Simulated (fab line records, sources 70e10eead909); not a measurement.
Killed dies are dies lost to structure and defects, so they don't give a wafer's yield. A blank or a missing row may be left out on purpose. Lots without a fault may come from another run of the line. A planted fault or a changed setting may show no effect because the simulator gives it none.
Which tool did it? | flow nand_harc | 14 lots, 42 wafers sampled, at 5 steps of a route of 1302

WHAT THE GAUGES READ, wafer by wafer
NHARC_P_M0_OVL_MEAS_10: pitch 180 nm.
lot  | measured     | on         | overlay_x_nm (nm) | overlay_y_nm (nm)
L386 | day 6 04:45  | overlay-02 | -1.1 -1.2 -1.3    | 0.6 0.3 0.7
L387 | day 6 08:22  | overlay-02 | 0.5 -0.6 -0.5     | -0.9 -1.3 -1.0
L388 | day 6 21:13  | overlay-02 | -0.8 -1.4 -1.7    | -1.4 -0.8 -0.7
L389 | day 7 03:17  | overlay-02 | 0.3 0.0 0.0       | -1.0 -1.2 -0.7
L396 | day 10 02:09 | overlay-02 | 0.6 0.7 0.9       | 0.8 0.6 -0.2
L398 | day 10 22:02 | overlay-02 | 0.1 -0.5 -0.1     | -0.8 -0.9 -1.1
L399 | day 11 11:49 | overlay-01 | 1.4 1.3 1.7       | 0.3 0.1 0.2
L401 | day 12 05:08 | overlay-01 | -1.9 -1.3 -1.5    | 1.1 0.3 0.7
L402 | day 12 15:59 | overlay-01 | 0.1 -0.2 -0.1     | 0.4 0.3 1.0
L403 | day 12 21:31 | overlay-01 | 1.0 0.8 0.4       | 0.5 1.1 -0.3
L405 | day 13 23:30 | overlay-02 | -1.6 -0.8 -1.6    | 0.8 1.1 0.3
L407 | day 14 16:17 | overlay-02 | 0.1 -0.1 0.0      | 0.1 0.0 -0.8
L408 | day 15 05:49 | overlay-02 | -0.1 0.4 0.3      | -0.7 0.1 -0.3
L409 | day 15 21:41 | overlay-01 | 0.9 0.7 1.0       | 0.4 0.1 0.3

NHARC_P_M0_CD_MEAS_16.
lot  | measured     | on        | cd_nm (nm)
L386 | day 6 05:09  | cd_sem-03 | 88.3 90.5 91.5
L387 | day 6 08:45  | cd_sem-02 | 89.0 88.9 90.5
L388 | day 6 21:37  | cd_sem-03 | 90.9 90.9 90.0
L389 | day 7 03:41  | cd_sem-02 | 90.8 90.2 91.0
L396 | day 10 02:41 | cd_sem-02 | 92.5 90.9 91.6
L398 | day 10 22:26 | cd_sem-02 | 89.4 89.3 90.0
L399 | day 11 12:28 | cd_sem-02 | 90.6 89.8 90.3
L401 | day 12 05:32 | cd_sem-02 | 89.3 89.2 88.7
L402 | day 12 16:23 | cd_sem-02 | 89.1 89.1 90.0
L403 | day 12 21:55 | cd_sem-01 | 89.9 90.8 90.2
L405 | day 13 23:55 | cd_sem-03 | 90.2 89.8 89.5
L407 | day 14 16:41 | cd_sem-02 | 89.3 90.0 88.8
L408 | day 15 06:16 | cd_sem-02 | 89.6 88.9 89.0
L409 | day 15 22:05 | cd_sem-02 | 88.1 92.2 89.1

NHARC_P_M1_CD_MEAS_09: target cd 130 nm.
lot  | measured     | on        | cd_nm (nm)
L386 | day 6 08:42  | cd_sem-03 | 128.9 129.7 129.4
L387 | day 6 12:19  | cd_sem-02 | 129.4 130.3 129.2
L388 | day 7 01:05  | cd_sem-02 | 130.8 130.3 130.6
L389 | day 7 07:08  | cd_sem-02 | 128.3 130.1 129.2
L396 | day 10 06:15 | cd_sem-03 | 112.2 111.5 111.5
L398 | day 11 02:02 | cd_sem-02 | 114.6 115.8 115.0
L399 | day 11 16:08 | cd_sem-03 | 128.9 129.9 129.0
L401 | day 12 09:07 | cd_sem-01 | 129.6 130.6 129.6
L402 | day 12 19:58 | cd_sem-02 | 129.1 129.8 128.4
L403 | day 13 01:31 | cd_sem-02 | 129.2 129.5 129.8
L405 | day 14 03:38 | cd_sem-03 | 129.3 129.4 130.3
L407 | day 14 20:17 | cd_sem-03 | 129.7 129.0 129.1
L408 | day 15 10:05 | cd_sem-01 | 131.2 130.2 130.3
L409 | day 16 01:31 | cd_sem-03 | 128.2 129.4 130.2

WHICH TOOL RAN EACH LOT (tool, then ch and the chambers of the sampled wafers, then the start)
lot  | NHARC_P_M0_PRE_CLEAN_29                 | NHARC_P_M1_EXPOSE_06
L386 | pvd_sputter-03, day 6 08:34 or earlier  | arfi_scanner-01 ch 0, day 6 08:34
L387 | pvd_sputter-03, day 6 12:11 or earlier  | arfi_scanner-02 ch 0, day 6 12:11
L388 | pvd_sputter-01, day 7 00:56 or earlier  | arfi_scanner-02 ch 0, day 7 00:56
L389 | pvd_sputter-02, day 7 07:00 or earlier  | arfi_scanner-02 ch 0, day 7 07:00
L396 | pvd_sputter-01, day 10 06:07 or earlier | arfi_scanner-02 ch 0, day 10 06:07
L398 | pvd_sputter-01, day 11 01:54 or earlier | arfi_scanner-02 ch 0, day 11 01:54
L399 | pvd_sputter-02, day 11 15:59 or earlier | arfi_scanner-03 ch 0, day 11 15:59
L401 | pvd_sputter-03, day 12 08:58 or earlier | arfi_scanner-03 ch 0, day 12 08:58
L402 | pvd_sputter-02, day 12 19:50 or earlier | arfi_scanner-03 ch 0, day 12 19:50
L403 | pvd_sputter-01, day 13 01:23 or earlier | arfi_scanner-01 ch 0, day 13 01:23
L405 | pvd_sputter-01, day 14 03:29 or earlier | arfi_scanner-01 ch 0, day 14 03:29
L407 | pvd_sputter-03, day 14 20:08 or earlier | arfi_scanner-03 ch 0, day 14 20:08
L408 | pvd_sputter-01, day 15 09:56 or earlier | arfi_scanner-01 ch 0, day 15 09:56
L409 | pvd_sputter-01, day 16 01:23 or earlier | arfi_scanner-01 ch 0, day 16 01:23
- NHARC_P_M0_PRE_CLEAN_29: time 30 s.
- NHARC_P_M1_EXPOSE_06: exposes mask P M1, target cd 130 nm.

WHAT THE TOOLS THEMSELVES READ (means of the sampled wafers that have a number; where no wafer has one, the mark that the record gives instead)
NHARC_P_M0_PRE_CLEAN_29.
lot  | tool           | heater_power_w (W)
L386 | pvd_sputter-03 | 374
L387 | pvd_sputter-03 | 381
L388 | pvd_sputter-01 | 436
L389 | pvd_sputter-02 | 413
L396 | pvd_sputter-01 | 429
L398 | pvd_sputter-01 | 446
L399 | pvd_sputter-02 | 417
L401 | pvd_sputter-03 | 372
L402 | pvd_sputter-02 | 377
L403 | pvd_sputter-01 | 404
L405 | pvd_sputter-01 | 441
L407 | pvd_sputter-03 | 369
L408 | pvd_sputter-01 | 405
L409 | pvd_sputter-01 | 483

NHARC_P_M1_EXPOSE_06.
lot  | tool            | exposure_dose_mJ_cm2
L386 | arfi_scanner-01 | 81.72
L387 | arfi_scanner-02 | 81.74
L388 | arfi_scanner-02 | 81.80
L389 | arfi_scanner-02 | 81.97
L396 | arfi_scanner-02 | 60.15
L398 | arfi_scanner-02 | 64.49
L399 | arfi_scanner-03 | 81.66
L401 | arfi_scanner-03 | 81.73
L402 | arfi_scanner-03 | 81.62
L403 | arfi_scanner-01 | 81.77
L405 | arfi_scanner-01 | 81.71
L407 | arfi_scanner-03 | 81.75
L408 | arfi_scanner-01 | 81.68
L409 | arfi_scanner-01 | 81.74

THE ANSWER, worked out from the rows above alone
Rule: what is usual is taken from the lots themselves. Put in order of their means at a reading, lots are off if they are a third of the lots or fewer, leave a main group of 4 or more, and stand apart from it by a gap of 3 or more times the standard deviation of the main group's means; of several such gaps the widest counts. A main group whose means are all the same, to the digits that the tables above print for the reading, isn't used. A lot without any number at a reading at which 4 lots or more have one is off too. The other lots that the step has rows for count as sound. The gauges are gone through in route order, then the tools' own readings, and for those a lot's mean is taken as printed above. The first step at which some lot is off is used, and at that step the reading that is off furthest; a lot without a number counts as furthest.
Off: L396, L398, at NHARC_P_M1_CD_MEAS_09 (cd_nm). The main group: mean 129.6 nm, standard deviation 0.48.
A tool fits if, at a process step before that reading, it ran every lot that is off, and no sound lot after the first of them. The gauges at NHARC_P_M1_CD_MEAS_09 aren't tried: what is off there is off at NHARC_P_M1_EXPOSE_06 too, on other tools, and a gauge's error can't cause that. NHARC_P_M0_PRE_CLEAN_29 gives no start for some lots, so the hours and the order of its lots are those of NHARC_P_M1_EXPOSE_06. One fits: arfi_scanner-02 at NHARC_P_M1_EXPOSE_06. Its last sound lot is L389 (day 7 07:00), its first lot that is off L396 (day 10 06:07): a fault that began between those two fits.
The tool's own readings at NHARC_P_M1_EXPOSE_06 bear it out: on the lots that are off they differ by more than 5 times the standard deviation of the sound lots' means. exposure_dose_mJ_cm2 reads 62.32 there against 81.74 on the sound lots.

WHAT THE SIMULATOR HAD PUT IN
Process parameter drift: arfi_scanner-02, from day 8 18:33 on, at NHARC_P_M1_EXPOSE_06. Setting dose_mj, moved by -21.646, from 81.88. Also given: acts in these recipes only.
Lots struck among those shown: L396, L398. The rule above found the same.
